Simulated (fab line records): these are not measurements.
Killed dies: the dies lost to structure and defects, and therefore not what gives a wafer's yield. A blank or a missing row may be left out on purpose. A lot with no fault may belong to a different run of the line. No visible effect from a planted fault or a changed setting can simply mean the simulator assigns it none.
fab line records	flow n5-finfet
record lots=10	wafers=30	last-day=18
route steps=1938 shown BEOL_M0@716 TV_OPEN@1889 PAD_METAL@1895 PASSIVATION@1929
lots with no fault: from the same line, run without faults
start-h: hours from the record's first day to the start of the lot's first wafer shown	wait-h: how many hours have passed since the lot's step before this one	" identical to the entry in the row above	L1.1+2: several wafers, shown together as one row	- no value present, or no start provided	* or withheld: withheld	< > ~ a bound
route shown NAME@n: NAME is a module with steps in the file, n the number in the route of the first one	usual: mean and standard deviation over wafers with no fault	same: alike in all rows	chamber/n: place in a boat	sites: readings site by site	_std_site: how widely they spread, as a standard deviation	_edge_site: outer sites' mean less inner sites'	radius-mm: for every site, how far away it sits from the centre of the wafer	mask NAME#n: copy n	behind: the last tool/chamber to shape the wafer	hold: what put the lot on hold/how long, in hours/how the hold closed	device: names the non-switching transistor (n, p or np)	end of line: at the end of the route, the tests of the same wafers	a step with no rows: only its recipe	killed: count of dies lost to structure and defects at first sort (not the wafer's yield)	map: the dies of a wafer, with x for killed, . for not killed, _ for no die there
set.NAME: setting as actually run; set.NAME@STEP: the setting as run at that earlier step	model.NAME: the simulator's own value behind a step, which no gauge read
the route's steps for a sample of lots (tables are steps, rows are wafers)
services: a tool's chamber out of use, with start hour (start-h, from the record's first day; less than 0 if before it), hours out, and reason
## steps
# step N5_BEOL_M0_HM_OPEN_105
# recipe chemistry=Cl2/BCl3	target-depth-a=120	target=TiN	ion-energy-ev=150	pressure-mtorr=10	icp-w=1000	bias-w=126	Cl2_flow_sccm=53.25	bcl3-flow-sccm=21.75	Ar_flow_sccm=25
# usual drypump-motor-current-A=5.7/0.43	oes-product-au=0.82/0.069	throttle-valve-pct=22.02/0.22
lot.wafer	tool	chamber	start-h	wait-h	drypump-motor-current-A	oes-product-au	rf-hours-counter-h	throttle-valve-pct
L570.1	rie-metal-03	0	116.49	1.9	5.5	0.79	48	22.06
L570.4	"	1	"	"	6.0	0.88	-	22.26
L570.5	"	0	"	"	5.5	0.77	-	22.08
L571.2	rie-metal-03	0	121.65	0.4	5.5	0.77	49	22.07
L571.3	"	1	"	"	6.0	0.87	-	22.26
L571.6	"	0	"	"	5.5	0.77	-	22.07
L573.2	rie-metal-02	0	135.02	1.3	5.2	0.89	12	21.73
L573.3	"	0	"	"	5.2	0.88	-	21.73
L573.5	"	1	"	"	6.3	0.85	-	21.74
L574.2	rie-metal-03	0	135.77	0.1	5.5	0.77	50	22.10
L574.3	"	0	"	"	5.5	0.76	-	22.08
L574.4	"	1	"	"	6.0	0.87	-	22.25
L576.2	rie-metal-03	1	147.86	2.5	6.0	0.85	20	22.26
L576.3	"	1	"	"	6.0	0.85	-	22.26
L576.4	"	0	"	"	5.5	0.76	-	22.10
L577.3	rie-metal-03	0	159.34	1.6	5.5	0.77	-	22.08
L577.4	"	1	"	"	6.0	0.85	-	22.25
L577.6	"	0	"	"	5.5	0.77	-	22.07
L579.2	rie-metal-03	1	171.16	1.0	6.0	0.86	21	22.26
L579.4	"	0	"	"	5.5	0.76	-	22.09
L579.5	"	0	"	"	5.5	0.76	-	22.08
L581.2	rie-metal-03	1	186.41	0.1	6.0	0.86	23	22.24
L581.3	"	0	"	"	5.5	0.76	-	22.09
L581.4	"	1	"	"	6.0	0.86	-	22.24
L589.1	rie-metal-02	0	228.03	2.9	5.2	0.85	21	21.74
L589.2	"	1	"	"	6.3	0.83	26	21.75
L589.5	"	0	"	"	5.1	0.85	-	21.77
L592.1	rie-metal-02	0	249.49	1.6	5.2	0.85	23	21.75
L592.3	"	1	"	"	6.3	0.82	-	21.75
L592.5	"	0	"	"	5.2	0.85	-	21.77
# step N5_PASSIVATION_STRIP_14
# recipe chemistry=O2	power-w=600	temp-c=60	pressure-mtorr=30	rf-frequency-hz=6e+07	bias-power-w=0	overash-fraction=0.5	o2-flow-sccm=225
# usual drypump-motor-current-A=5.5/0.48	oes-product-au=0.76/0.091	rf-vpp-V=3.7/0.92	showerhead-plenum-p-Torr=2.06/0.09	throttle-valve-pct=16.62/0.21
lot.wafer	tool	chamber	start-h	wait-h	drypump-motor-current-A	oes-product-au	rf-hours-counter-h	rf-vpp-V	showerhead-plenum-p-Torr	throttle-valve-pct
L570.1	rie-diel-01	0	266.04	0.1	5.4	0.75	138	3.7	1.93	16.50
L570.4	"	1	"	"	4.7	0.69	221	2.9	2.16	16.92
L570.5	"	0	"	"	5.4	0.76	-	4.4	1.93	16.48
L571.2	rie-diel-01	0	266.77	0.1	5.4	0.75	138	4.0	1.93	16.49
L571.3	"	1	"	"	4.7	0.69	221	5.2	2.16	16.95
L571.6	"	2	"	"	6.3	0.71	-	3.7	2.09	16.64
L573.2	rie-diel-06	2	280.15	0.1	5.0	0.73	188	2.7	1.99	16.66
L573.3	"	0	"	"	5.5	0.70	189	2.7	2.07	16.97
L573.5	"	2	"	"	5.0	0.72	-	1.3	1.99	16.64
L574.2	rie-diel-02	0	291.41	0.1	5.3	0.84	79	3.5	2.22	16.39
L574.3	"	3	"	"	5.9	0.74	174	4.0	2.09	16.70
L574.4	"	1	"	"	6.3	0.75	181	5.9	2.00	16.53
L577.3	rie-diel-01	2	300.01	0.1	6.3	0.70	198	2.9	2.08	16.67
L577.4	"	0	"	"	5.4	0.75	149	4.3	1.93	16.56
L577.6	"	3	"	"	5.7	0.96	-	2.2	2.05	16.31
L576.2	rie-diel-01	2	303.59	0.1	6.3	0.68	200	3.6	2.08	16.65
L576.3	"	1	"	"	4.7	0.67	234	2.8	2.15	16.97
L576.4	"	3	"	"	5.7	0.95	10	3.3	2.05	16.29
L579.2	rie-diel-06	2	314.22	0.1	5.0	0.71	199	3.0	1.99	16.68
L579.4	"	1	"	"	5.0	0.73	189	4.6	2.00	16.79
L579.5	"	2	"	"	5.0	0.71	-	3.8	1.99	16.67
L581.2	rie-diel-01	3	343.69	0.1	5.8	0.92	23	2.8	2.05	16.28
L581.3	"	1	"	"	4.7	0.68	246	3.2	2.15	17.02
L581.4	"	0	"	"	5.4	0.74	163	2.5	1.92	16.53
L589.1	rie-diel-02	3	369.85	0.1	5.9	0.74	196	2.8	2.08	16.73
L589.2	"	0	"	"	5.3	0.80	106	2.5	2.21	16.48
L589.5	"	3	"	"	5.9	0.73	-	5.4	2.08	16.76
L592.1	rie-diel-02	3	421.55	0.1	5.9	0.71	212	3.5	2.08	16.73
L592.3	"	0	"	"	5.2	0.80	121	3.5	2.20	16.47
L592.5	"	3	"	"	5.9	0.72	-	4.7	2.08	16.74
# step N5_PASSIVATION_SPUTTER_20
# recipe material=TaN	target-thk-a=500	temp-c=25	chamber-pressure-pa=0.4
# usual throttle-valve-pct=29.6/1.2
lot.wafer	tool	chamber	start-h	wait-h	throttle-valve-pct
L570.1	pvd-sputter-02	-	267.09	0.0	31.0
L570.4	"	-	"	"	27.5
L570.5	"	-	"	"	31.0
L571.2	pvd-sputter-01	-	267.32	0.0	30.9
L571.3	"	-	"	"	29.4
L571.6	"	-	"	"	27.4
L573.2	pvd-sputter-03	-	281.22	0.0	29.3
L573.3	"	-	"	"	30.6
L573.5	"	-	"	"	28.8
L574.2	pvd-sputter-02	-	292.50	0.0	29.9
L574.3	"	-	"	"	31.3
L574.4	"	-	"	"	29.6
L577.3	pvd-sputter-01	-	300.33	0.0	27.7
L577.4	"	-	"	"	29.6
L577.6	"	-	"	"	27.8
L576.2	pvd-sputter-01	-	304.20	0.0	27.6
L576.3	"	-	"	"	29.0
L576.4	"	-	"	"	31.1
L579.2	pvd-sputter-01	-	314.96	0.0	29.8
L579.4	"	-	"	"	30.9
L579.5	"	-	"	"	31.1
L581.2	pvd-sputter-03	-	344.53	0.0	29.0
L581.3	"	-	"	"	29.1
L581.4	"	-	"	"	30.3
L589.1	pvd-sputter-03	-	370.29	0.0	31.0
L589.2	"	-	"	"	29.3
L589.5	"	-	"	"	29.2
L592.1	pvd-sputter-02	-	422.26	0.0	27.3
L592.3	"	-	"	"	31.2
L592.5	"	-	"	"	29.5
# step N5_PASSIVATION_PASS_ETCH_47
# recipe chemistry=CF4/O2	target=SiNx	target-depth-a=7700	time-s=385	ion-energy-ev=100	pressure-mtorr=40	source-w=535	bias-w=49	Ar_flow_sccm=100	cf4-flow-sccm=100	O2_flow_sccm=10
# usual drypump-motor-current-A=5.9/0.42	oes-product-au=0.83/0.073	rf-vpp-V=241/3.1	showerhead-plenum-p-Torr=2.20/0.058	throttle-valve-pct=15.86/0.2
lot.wafer	tool	chamber	start-h	wait-h	drypump-motor-current-A	oes-product-au	rf-hours-counter-h	rf-vpp-V	showerhead-plenum-p-Torr	throttle-valve-pct
L571.2	rie-diel-03	3	270.57	0.0	6.3	0.77	145	244	2.21	15.81
L571.3	"	0	"	"	5.7	0.81	104	239	2.22	16.12
L571.6	"	2	"	"	5.5	0.98	-	245	2.26	16.00
L570.1	rie-diel-04	1	270.74	0.0	6.0	0.68	226	240	2.18	15.98
L570.4	"	3	"	"	6.4	0.90	24	240	2.34	15.88
L570.5	"	2	"	"	5.4	0.88	-	236	2.16	15.53
L573.2	rie-diel-03	0	283.70	0.0	5.7	0.80	109	238	2.22	16.14
L573.3	"	3	"	"	6.3	0.77	150	242	2.20	15.82
L573.5	"	3	"	"	6.3	0.77	-	243	2.21	15.82
L574.2	rie-diel-04	1	295.09	0.0	6.0	0.67	234	239	2.18	15.99
L574.3	"	0	"	"	5.4	0.90	38	245	2.24	15.54
L574.4	"	3	"	"	6.3	0.89	31	241	2.34	15.91
L577.3	rie-diel-04	3	302.98	0.0	6.4	0.89	35	240	2.33	15.91
L577.4	"	0	"	"	5.4	0.89	-	243	2.24	15.55
L577.6	"	3	"	"	6.4	0.88	-	241	2.33	15.91
L576.2	rie-diel-03	3	306.91	0.0	6.3	0.76	159	242	2.20	15.83
L576.3	"	0	"	"	5.7	0.79	118	238	2.22	16.15
L576.4	"	1	"	"	6.5	0.84	60	243	2.15	16.04
L579.2	rie-diel-03	2	317.59	0.0	5.5	0.93	16	245	2.25	16.05
L579.4	"	0	"	"	5.8	0.79	123	237	2.22	16.15
L579.5	"	2	"	"	5.5	0.92	-	244	2.25	16.04
L581.2	rie-diel-04	2	347.42	0.0	5.3	0.84	67	235	2.15	15.59
L581.3	"	0	"	"	5.4	0.87	59	245	2.24	15.58
L581.4	"	2	"	"	5.3	0.85	-	236	2.15	15.60
L589.1	rie-diel-04	3	372.96	0.0	6.3	0.84	58	241	2.33	15.97
L589.2	"	0	"	"	5.4	0.84	71	243	2.23	15.60
L589.5	"	3	"	"	6.3	0.84	-	241	2.32	15.94
L592.1	rie-diel-05	2	425.31	0.0	6.3	0.74	152	238	2.12	15.78
L592.3	"	1	"	"	6.2	0.79	78	243	2.14	15.92
L592.5	"	0	"	"	6.1	0.76	-	241	2.11	15.71
# step N5_PASSIVATION_PROBE_49
# usual defect-limited-yield=91.2/1.4	killed_at_M0_to_M3=35/11	killed_at_M4_up=12/4.2	killed-at-contacts=13/5.6	killed-at-front-end=40/12	killed-at-other=3.3/2.6	killed-dies=103/17	killed-on-rim=14/4.5	killed-open=68/12	killed-short=34/7.6	sort_bin_5_function=5.1/0.95	sort_bin_6_memory=3.3/0.68	sort_bin_8_speed=0.00/0.007	sort-n-pass=1077/17	sort-yield-pct=91.2/1.4
# same gross-dies=1180	killed-at-back-side=0	sort_bin_4_leakage[%]=0
lot.wafer	tool	chamber	start-h	wait-h	defect-limited-yield[%]	killed_at_M0_to_M3	killed_at_M4_up	killed-at-contacts	killed-at-front-end	killed-at-other	killed-dies	killed-on-rim	killed-open	killed-short	sort_bin_5_function[%]	sort_bin_6_memory[%]	sort_bin_8_speed[%]	sort-n-pass	sort-yield-pct[%]
L574.2	prober-01	-	298.15	0.1	90.1	47	12	23	33	2	117	16	72	41	6.1	3.0	0	1063	90.1
L574.3	prober-01	-	298.20	0.1	91.9	33	13	22	23	4	95	9	60	31	4.5	3.2	0	1085	91.9
L574.4	prober-01	-	298.25	0.2	90.4	30	13	27	42	1	113	21	58	53	5.7	3.6	0	1067	90.4
L577.3	prober-02	-	306.08	0.1	90.3	31	18	30	34	1	114	10	83	31	5.6	4.0	0	1066	90.3
L577.4	prober-02	-	306.13	0.2	91.0	45	8	22	30	1	106	15	73	32	5.3	3.5	0	1074	91.0
L577.6	prober-02	-	306.23	0.3	90.8	30	18	17	44	0	109	13	71	35	5.0	3.6	0	1071	90.8
L579.2	prober-02	-	321.38	0.1	85.5	98	16	13	36	8	171	30	70	39	8.8	4.1	0.08	1008	85.4
L579.4	prober-02	-	321.48	0.2	85.1	129	10	5	25	7	176	31	60	29	10.1	2.6	0	1004	85.1
L579.5	prober-02	-	321.53	0.2	85.6	130	9	9	20	2	170	30	52	24	8.4	3.5	0	1010	85.6
L581.2	prober-01	-	351.15	0.1	84.2	113	12	4	52	5	186	43	87	36	9.3	4.8	0	994	84.2
L581.3	prober-01	-	351.20	0.1	83.2	134	6	7	43	8	198	31	67	32	10.9	3.5	0	982	83.2
L581.4	prober-01	-	351.25	0.2	86.2	91	6	12	49	5	163	28	72	33	8.7	3.0	0	1017	86.2
L589.1	prober-02	-	376.71	0.0	90.8	46	12	4	46	1	109	11	75	34	5.9	3.2	0	1071	90.8
L589.2	prober-02	-	376.76	0.1	91.4	44	11	13	29	4	101	16	67	30	4.9	3.1	0	1079	91.4
L589.5	prober-02	-	376.91	0.2	91.7	29	14	6	45	4	98	14	73	25	5.2	2.9	0	1082	91.7
# killed by level:class
L574.2 MOL_CONTACT_COAG:geometric-particle:open=19 BEOL_M0_SAQP:geometric-particle:short=13 BEOL_M3:geometric-particle:open=9 BEOL_M2:geometric-particle:open=7 BEOL_M0_SAQP:geometric-particle:open=5 FIN_SAQP:geometric-particle:short=4 DUMMY_GATE:geometric-particle:open=4 MOL_CONTACT_COAG:geometric-particle:short=4
L574.3 MOL_CONTACT_COAG:geometric-particle:open=14 BEOL_M3:geometric-particle:open=12 MOL_CONTACT_COAG:geometric-particle:short=8 GATE_CUT:geometric-particle:short=6 BEOL_M2:geometric-particle:open=6 BEOL_M0_SAQP:geometric-particle:short=4 BEOL_M4:geometric-particle:open=4 BEOL_M0_SAQP:geometric-particle:open=3
L574.4 MOL_CONTACT_COAG:geometric-particle:open=14 FIN_SAQP:geometric-particle:short=13 MOL_CONTACT_COAG:geometric-particle:short=13 BEOL_M0_SAQP:geometric-particle:short=11 FIN_SAQP:geometric-particle:open=8 BEOL_M0_SAQP:geometric-particle:open=8 STI_FIN_REVEAL:geometric-particle:open=4 GATE_CUT:geometric-particle:short=4
L577.3 MOL_CONTACT_COAG:geometric-particle:open=25 STI_FIN_REVEAL:geometric-particle:open=12 BEOL_M0_SAQP:geometric-particle:open=12 BEOL_M0_SAQP:geometric-particle:short=8 BEOL_M4:geometric-particle:open=7 MOL_CONTACT_COAG:geometric-particle:short=5 GATE_CUT:geometric-particle:short=4 BEOL_M3:geometric-particle:open=4
L577.4 MOL_CONTACT_COAG:geometric-particle:open=19 BEOL_M1:geometric-particle:open=8 BEOL_M0_SAQP:geometric-particle:open=7 BEOL_M0_SAQP:geometric-particle:short=7 BEOL_M2:geometric-particle:open=7 BEOL_M2:geometric-particle:short=7 BEOL_M3:geometric-particle:open=7 STI_FIN_REVEAL:geometric-particle:open=6
L577.6 MOL_CONTACT_COAG:geometric-particle:open=16 STI_FIN_REVEAL:geometric-particle:open=15 BEOL_M0_SAQP:geometric-particle:open=9 BEOL_M4:geometric-particle:open=8 FIN_SAQP:geometric-particle:short=7 BEOL_M0_SAQP:geometric-particle:short=7 STI_FIN_REVEAL:geometric-particle:short=4 GATE_CUT:geometric-particle:open=4
L579.2 BEOL_M0:unspecified=61 MOL_CONTACT_COAG:geometric-particle:open=12 BEOL_M1:geometric-particle:open=11 FIN_SAQP:geometric-particle:open=8 BEOL_M0_SAQP:geometric-particle:open=8 FIN_SAQP:geometric-particle:short=7 GATE_CUT:geometric-particle:short=7 BEOL_M0_SAQP:geometric-particle:short=7
L579.4 BEOL_M0:unspecified=87 BEOL_M3:geometric-particle:open=11 BEOL_M2:geometric-particle:open=10 BEOL_M1:geometric-particle:open=8 FIN_SAQP:geometric-particle:short=7 MOL_CONTACT_COAG:geometric-particle:open=5 DUMMY_GATE:geometric-particle:open=4 BEOL_M0:geometric-particle:open=4
L579.5 BEOL_M0:unspecified=93 BEOL_M1:geometric-particle:open=8 MOL_CONTACT_COAG:geometric-particle:open=7 BEOL_M2:geometric-particle:open=7 BEOL_M0_SAQP:geometric-particle:open=6 FIN_SAQP:geometric-particle:short=5 DUMMY_GATE:geometric-particle:open=5 BEOL_M1:geometric-particle:short=5
L581.2 BEOL_M0:unspecified=61 BEOL_M0_SAQP:geometric-particle:open=15 BEOL_M2:geometric-particle:open=15 FIN_SAQP:geometric-particle:short=14 FIN_SAQP:geometric-particle:open=10 BEOL_M1:geometric-particle:open=9 STI_FIN_REVEAL:geometric-particle:open=7 DUMMY_GATE:geometric-particle:open=4
L581.3 BEOL_M0:unspecified=99 FIN_SAQP:geometric-particle:open=12 STI_FIN_REVEAL:geometric-particle:open=9 BEOL_M0_SAQP:geometric-particle:open=9 FIN_SAQP:geometric-particle:short=8 BEOL_M2:geometric-particle:open=8 MIM_BOT:geometric-particle:open=6 MOL_CONTACT_COAG:geometric-particle:open=5
L581.4 BEOL_M0:unspecified=57 FIN_SAQP:geometric-particle:open=11 STI_FIN_REVEAL:geometric-particle:open=10 MOL_CONTACT_COAG:geometric-particle:open=9 FIN_SAQP:geometric-particle:short=8 BEOL_M2:geometric-particle:open=8 BEOL_M0:geometric-particle:open=7 GATE_CUT:geometric-particle:short=6
L589.1 FIN_SAQP:geometric-particle:open=18 BEOL_M1:geometric-particle:open=13 BEOL_M0_SAQP:geometric-particle:short=12 BEOL_M0_SAQP:geometric-particle:open=9 FIN_SAQP:geometric-particle:short=6 BEOL_M2:geometric-particle:open=6 BEOL_M4:geometric-particle:open=5 MOL_CONTACT_COAG:geometric-particle:open=4
L589.2 FIN_SAQP:geometric-particle:open=10 BEOL_M3:geometric-particle:open=10 BEOL_M1:geometric-particle:open=10 MOL_CONTACT_COAG:geometric-particle:open=9 BEOL_M0_SAQP:geometric-particle:short=8 BEOL_M0_SAQP:geometric-particle:open=7 STI_FIN_REVEAL:geometric-particle:open=5 MOL_CONTACT_COAG:geometric-particle:short=4
L589.5 FIN_SAQP:geometric-particle:open=13 STI_FIN_REVEAL:geometric-particle:open=12 BEOL_M1:geometric-particle:open=7 BEOL_M4:geometric-particle:open=7 DUMMY_GATE:geometric-particle:open=6 MOL_CONTACT_COAG:geometric-particle:open=5 BEOL_M0_SAQP:geometric-particle:open=5 BEOL_M2:geometric-particle:open=5
## services
tool	chamber	start-h	hours	kind
rie-diel-04	-	94.95	0.9	repair
rie-diel-02	0	100.79	3.5	repair
pvd-sputter-03	-	102.19	3.2	repair
rie-diel-02	0	104.59	9.6	repair
rie-diel-04	0	154.52	2.4	repair
rie-diel-04	0	161.59	5.3	repair
rie-diel-03	1	165.50	5.0	repair
rie-metal-03	0	215.64	3.2	repair
rie-metal-03	0	224.56	9.9	repair
rie-diel-01	2	235.65	2.4	repair
rie-diel-01	3	236.99	5.4	repair
rie-metal-03	-	271.82	0.6	repair
rie-diel-01	0	277.94	1.8	repair
rie-diel-01	3	279.67	7.2	repair
pvd-sputter-01	-	281.97	1.4	repair
rie-diel-03	2	282.26	6.2	repair
rie-diel-04	1	301.83	9.3	repair
pvd-sputter-01	-	327.03	2.4	repair
rie-diel-04	3	343.89	10.1	repair
rie-diel-03	2	363.57	10.7	repair
pvd-sputter-01	-	380.43	12.0	repair
rie-diel-04	2	391.25	13.3	repair
pvd-sputter-01	-	400.98	8.2	repair
rie-diel-01	3	408.00	9.3	repair
## key
first-sign step=N5_PASSIVATION_PROBE_49	reading=killed_at_M0_to_M3	direction=up	sigmas=7.3	usual=35	struck=116
effect step=N5_PASSIVATION_PROBE_49	reading=killed-dies	direction=up	sigmas=4.4	usual=103	struck=177
more-kills-born-at N5_BEOL_M0_HM_OPEN_105@rie-metal-03=458
met-at N5_BEOL_M0_HM_OPEN_105
struck-lots L579,L581
not-acting-at N5_PASSIVATION_STRIP_14,N5_PASSIVATION_SPUTTER_20,N5_PASSIVATION_PASS_ETCH_47
onset-between 159.34 171.16
fault kind=chamber-particle-source	tool=rie-metal-03	chamber=-	onset-h=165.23	steps=N5_BEOL_M0_HM_OPEN_105	rate-per-visit-cm2=1.1403	end-h=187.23
